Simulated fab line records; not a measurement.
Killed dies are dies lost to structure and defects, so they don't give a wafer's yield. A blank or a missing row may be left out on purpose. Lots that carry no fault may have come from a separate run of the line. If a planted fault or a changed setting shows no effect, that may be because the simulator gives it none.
Matching of chambers | flow n5-finfet | N5_HKMG_FIN_ALD_75 on ald-hk-01 has 4 sister chambers
The step deposits Al2O3, target thk 1 nm, co reactant pulse time 1 s. 18 wafers are shown with their chamber, then 9 later ones without.

WAFERS PAIRED WITH THEIR CHAMBERS
wafer  | chamber | heater-power-w (W) | precursor-pulse-height-rel
L077.1 | 2       | 185                | 0.979
L077.2 | 0       | 154                | 1.025
L077.3 | 1       | 148                | 0.953
L080.3 | 3       | 179                | 0.991
L080.4 | 1       | 148                | 1.005
L080.6 | 2       | 179                | 0.967
L083.2 | 3       | 175                | 1.027
L083.5 | 3       | 177                | 0.993
L083.6 | 0       | 152                | 0.972
L084.1 | 3       | 176                | 1.005
L084.3 | 1       | 149                | 0.999
L084.5 | 0       | 156                | 1.025
L088.2 | 1       | 150                | 0.970
L088.5 | 0       | 150                | 1.016
L088.6 | 3       | 180                | 0.987
L091.2 | 1       | 148                | 0.996
L091.5 | 0       | 152                | 0.984
L091.6 | 3       | 178                | 1.006

SIGNATURES (averages over the wafers above)
reading                    | chamber 0 | chamber 1 | chamber 2 | chamber 3 | scatter within a chamber
heater-power-w             | 152.80    | 148.60    | 182.00    | 177.50    | 2.06
precursor-pulse-height-rel | 1.00440   | 0.98460   | 0.97300   | 1.00150   | 0.0199
Rule: distance of a wafer from a chamber = root of the sum over the readings of ((wafer's reading minus chamber's mean) / reading's scatter) squared. If the next closest chamber is less than 2 further off than the closest, the wafer can't be placed; otherwise it belongs to the closest. The scatter: take each reading less its chamber's mean, square it, sum over the shown wafers, divide by the number of wafers less the number of chambers, and take the root.

WAFERS WHOSE CHAMBER IS MISSING
wafer  | heater-power-w (W) | precursor-pulse-height-rel
L092.4 | 177                | 1.005
L092.5 | 147                | 0.991
L092.6 | 189                | 0.977
L094.1 | 183                | 1.024
L094.4 | 178                | 0.962
L094.5 | 183                | 0.980
L096.3 | 175                | 0.983
L096.4 | 188                | 0.986
L096.6 | 158                | 1.005

WHICH CHAMBER EACH WENT THROUGH
wafer  | from the rows above     | in truth
L092.4 | 3                       | 3
L092.5 | 1                       | 1
L092.6 | 2                       | 2
L094.1 | can't be placed: 2 or 3 | 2
L094.4 | can't be placed: 3 or 2 | 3
L094.5 | 2                       | 2
L096.3 | can't be placed: 3 or 2 | 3
L096.4 | 2                       | 2
L096.6 | 0                       | 0
Placed correctly: 6 of 9. Can't be placed from these rows: 3 (the true chamber is among the candidates in 3). Placed wrongly: 0.
